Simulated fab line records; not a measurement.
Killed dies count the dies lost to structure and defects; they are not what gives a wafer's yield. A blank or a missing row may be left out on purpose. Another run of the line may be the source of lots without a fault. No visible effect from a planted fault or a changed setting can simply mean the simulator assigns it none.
Chamber matching | flow n5-finfet | rie-si-06 running N5_BEOL_M0_SAQP_MANDREL2_REMOVE_110: 4 sister chambers
The step chemistry HBr/Cl2/O2, target a-Si, stops on SiCN, bt time 10 s. 18 wafers are shown with their chamber, then 9 later ones without.

== WAFERS, EACH WITH ITS CHAMBER ==
wafer  | chamber | oes-product-au (a.u.) | HBr_flow_sccm (sccm)
L074.2 | 2       | 0.992                 | 149.3
L074.3 | 1       | 0.990                 | 150.5
L074.6 | 1       | 0.991                 | 149.9
L078.1 | 1       | 0.999                 | 149.8
L078.3 | 3       | 0.976                 | 150.4
L078.5 | 2       | 0.996                 | 150.5
L080.1 | 1       | 1.001                 | 150.0
L080.3 | 2       | 1.004                 | 149.9
L080.4 | 0       | 0.994                 | 150.1
L085.1 | 3       | 0.971                 | 150.4
L085.4 | 0       | 0.984                 | 149.2
L085.5 | 3       | 0.967                 | 149.8
L086.1 | 2       | 0.987                 | 149.4
L086.2 | 3       | 0.962                 | 149.9
L086.5 | 2       | 0.995                 | 149.4
L088.2 | 0       | 0.991                 | 150.6
L088.3 | 3       | 0.967                 | 150.3
L088.5 | 2       | 0.999                 | 150.6

SIGNATURES (averages over the wafers above)
reading        | chamber 0 | chamber 1 | chamber 2 | chamber 3 | scatter within a chamber
oes-product-au | 0.98967   | 0.99525   | 0.99550   | 0.96860   | 0.0055
HBr_flow_sccm  | 149.967   | 150.050   | 149.850   | 150.160   | 0.487
Rule: for a wafer and a chamber, the distance is found by dividing, reading by reading, the gap between the wafer's reading and the chamber's mean by the reading's scatter, squaring, summing and taking the root. If the next closest chamber is less than 2 further off than the closest, the wafer can't be placed; otherwise it belongs to the closest. The scatter: take each reading less its chamber's mean, square it, sum over the shown wafers, divide by the number of wafers less the number of chambers, and take the root.

== WAFERS WITHOUT THEIR CHAMBER ==
wafer  | oes-product-au (a.u.) | HBr_flow_sccm (sccm)
L089.1 | 0.993                 | 150.1
L089.2 | 0.965                 | 150.0
L089.4 | 1.002                 | 150.2
L092.2 | 0.986                 | 150.2
L092.4 | 0.989                 | 150.7
L092.6 | 0.989                 | 150.1
L097.1 | 0.989                 | 149.8
L097.2 | 0.962                 | 149.9
L097.6 | 1.000                 | 150.1

== THE CHAMBER EACH PASSED THROUGH ==
wafer  | from the rows above          | in truth
L089.1 | can't be placed: 1 or 0 or 2 | 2
L089.2 | 3                            | 3
L089.4 | can't be placed: 1 or 2 or 0 | 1
L092.2 | can't be placed: 0 or 1 or 2 | 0
L092.4 | can't be placed: 0 or 1 or 2 | 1
L092.6 | can't be placed: 0 or 1 or 2 | 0
L097.1 | can't be placed: 0 or 2 or 1 | 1
L097.2 | 3                            | 3
L097.6 | can't be placed: 1 or 2 or 0 | 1
2 of 9 placed correctly. From these rows, 7 cannot be placed; in 7 the true chamber is one of the candidates. Wrongly placed: 0.
